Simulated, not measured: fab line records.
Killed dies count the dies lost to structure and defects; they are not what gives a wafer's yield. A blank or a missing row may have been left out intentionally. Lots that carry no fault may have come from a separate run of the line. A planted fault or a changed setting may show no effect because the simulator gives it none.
Lot-split experiment + flow n5Finfet + 7 lots, 21 wafers read, on a route of 1938 steps

## ON THE SPLIT
At N5_BEOL_M6_HM_DEP_02 (deposits TiN, target thk 20 nm), the setting targetThkA was moved away from the recipe's 200 angstrom on 4 of the 21 wafers read, by -9.3% to +12.8%. This setting was run at the recipe's value on the other wafers.

## FROM THE SPLIT TO THE READING: what the file shows between them, 20 steps
- N5_BEOL_M6_COAT_59: time 60 s, resist thk 100 nm
- N5_BEOL_M6_COAT_60: time 60 s, resist thk 35 nm
- N5_BEOL_M6_STRIP_68: strips in N2/H2
- N5_BEOL_M6_STRIP_67: strips in CF4
- N5_BEOL_M6_HM_OPEN_17: chemistry Cl2/BCl3, target TiN, target depth 20 nm, overetch 6 nm
- N5_BEOL_M6_COAT_63: time 60 s, resist thk 60 nm (also split here: spinRpm)
- N5_BEOL_M6_COAT_22: resist thk 30 nm (also split here: spinRpm)
- N5_BEOL_M6_EBR_24
- N5_BEOL_M6_SOFTBAKE_23: time 60 s
- N5_BEOL_M6_EXPOSE_25: exposes mask V5, target cd 40 nm
- N5_BEOL_M6_PEB_26: peb time 60 s
- N5_BEOL_M6_DEVELOP_27: develop time 30 s
- N5_BEOL_M6_ETCH_72: etches underlayer in N2/H2, target depth 6.5 nm, time 5.2 s
- N5_BEOL_M6_ETCH_65: etches SiARC in CF4, target depth 15.6 nm, time 26 s
- N5_BEOL_M6_ETCH_66: etches SOC in N2/H2, target depth 80 nm, overetch 16 nm, time 120 s
- N5_BEOL_M6_STRIP_69: strips in N2/H2
- N5_BEOL_M6_STRIP_73: strips in N2/H2
- N5_BEOL_M6_VIA_ETCH_34: etches SiCOH lowk in C4F6/O2, target depth 126.3 nm, time 50.9 s
- N5_BEOL_M6_STRIP_76: strips in C4F6/O2
- N5_BEOL_M6_STRIP_36: strips in N2/H2

## THE READING
TiN_of_BEOL_M6_HM_DEP_02.thkNm (the simulator's own value, which no gauge read), in nm, at N5_BEOL_M6_TRENCH_ETCH_37 (etches SiCOH lowk in C4F6/O2, target depth 94.435 nm, time 31.5 s). No usual value for it is given in the file. Average 17.3 nm, standard deviation 0.25 nm, over the 17 wafers here run with the recipe.

| wafer  | tool, chamber at the split | targetThkA as run, angstrom | against the recipe | TiN_of_BEOL_M6_HM_DEP_02.thkNm, nm | against lot-mates on the recipe |
|--------|----------------------------|-----------------------------|--------------------|------------------------------------|---------------------------------|
| L077.2 | pvdSputter-02, -           | 213.8                       | +6.9%              | 18.6                               | +1.2                            |
| L077.3 | pvdSputter-02, -           | 200                         | recipe             | 17.4                               | -                               |
| L077.6 | pvdSputter-02, -           | 200                         | recipe             | 17.4                               | -                               |
| L076.1 | pvdSputter-03, -           | 200                         | recipe             | 17.2                               | -                               |
| L076.4 | pvdSputter-03, -           | 200                         | recipe             | 17                                 | -                               |
| L076.6 | pvdSputter-03, -           | 200                         | recipe             | 17                                 | -                               |
| L082.1 | pvdSputter-01, -           | 200                         | recipe             | 17.6                               | -                               |
| L082.4 | pvdSputter-01, -           | 225.7                       | +12.8%             | 20.4                               | +2.8                            |
| L082.5 | pvdSputter-01, -           | 225.7                       | +12.8%             | 20                                 | +2.4                            |
| L086.2 | pvdSputter-02, -           | 200                         | recipe             | 17.4                               | -                               |
| L086.3 | pvdSputter-02, -           | 200                         | recipe             | 17.2                               | -                               |
| L086.6 | pvdSputter-02, -           | 200                         | recipe             | 17.2                               | -                               |
| L093.1 | pvdSputter-02, -           | 200                         | recipe             | 17.2                               | -                               |
| L093.2 | pvdSputter-02, -           | 200                         | recipe             | 17.4                               | -                               |
| L093.6 | pvdSputter-02, -           | 200                         | recipe             | 17.4                               | -                               |
| L094.1 | pvdSputter-02, -           | 200                         | recipe             | 17.2                               | -                               |
| L094.3 | pvdSputter-02, -           | 200                         | recipe             | 17                                 | -                               |
| L094.6 | pvdSputter-02, -           | 200                         | recipe             | 17                                 | -                               |
| L097.2 | pvdSputter-01, -           | 181.3                       | -9.3%              | 15.6                               | -2.2                            |
| L097.3 | pvdSputter-01, -           | 200                         | recipe             | 17.8                               | -                               |
| L097.5 | pvdSputter-01, -           | 200                         | recipe             | 17.8                               | -                               |

FIT RESULTS
A straight line over all 21 wafers: TiN_of_BEOL_M6_HM_DEP_02.thkNm changes by +0.212 nm for each +1% of targetThkA; r = +0.97; the points scatter about the line by 0.26 nm.
The same after taking each lot's own level away (the mean of its wafers on the recipe; 21 wafers): +0.207 nm for each +1%; r = +0.99; scatter 0.13 nm.
On that fit, the largest move of targetThkA shifts the reading by 2.7 nm.
From 17.07 to 17.80 nm: that is the span of the lots' own levels, equal to 3.0 times the standard deviation above.
The two slopes agree, so the slope changes little with the lot-to-lot level.
Check: +2.54 nm against its lot-mates is what the line predicts for one of the wafers moved furthest among these (+12.8%) when that wafer is left out of the fit. It came out at +2.8 nm against them.

## FURTHER SPLITS ON THESE WAFERS
Other splits were also applied to these wafers ahead of the reading. Each is held against what the fit with the lots' levels taken away leaves over:
| other split on the same wafers | wafers away from the commonest value | r with TiN_of_BEOL_M6_HM_DEP_02.thkNm (lot level and that fit taken away) |
|--------------------------------|--------------------------------------|---------------------------------------------------------------------------|
| N5_BEOL_M4_SPUTTER_88 timeS    | 8                                    | -0.26                                                                     |
| N5_BEOL_M6_COAT_63 spinRpm     | 7                                    | +0.11                                                                     |
| N5_BEOL_M6_COAT_22 spinRpm     | 7                                    | +0.48                                                                     |

## THE WHOLE CHAIN: every reading that the file lists as answering this split, in the file's order
| step                      | what it does                                                      | reading                                                                         | change (the file's fit)               | r (the file's) |
|---------------------------|-------------------------------------------------------------------|---------------------------------------------------------------------------------|---------------------------------------|----------------|
| N5_BEOL_M6_HM_DEP_02      | deposits TiN, target thk 20 nm                                    | TiN_of_BEOL_M6_HM_DEP_02.thkNm (the simulator's own value, which no gauge read) | +0.2 nm for each +1% of the setting   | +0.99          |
| N5_BEOL_M6_HM_OPEN_17     | chemistry Cl2/BCl3, target TiN, target depth 20 nm, overetch 6 nm | etch.depthNm (the simulator's own value, which no gauge read)                   | +0.204 nm for each +1% of the setting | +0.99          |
| N5_BEOL_M6_TRENCH_ETCH_37 | etches SiCOH lowk in C4F6/O2, target depth 94.435 nm, time 31.5 s | TiN_of_BEOL_M6_HM_DEP_02.thkNm (the simulator's own value, which no gauge read) | +0.207 nm for each +1% of the setting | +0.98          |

## FILE'S OWN FIT
TiN_of_BEOL_M6_HM_DEP_02.thkNm changes by +0.207 nm for each +1% of targetThkA, r = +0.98.
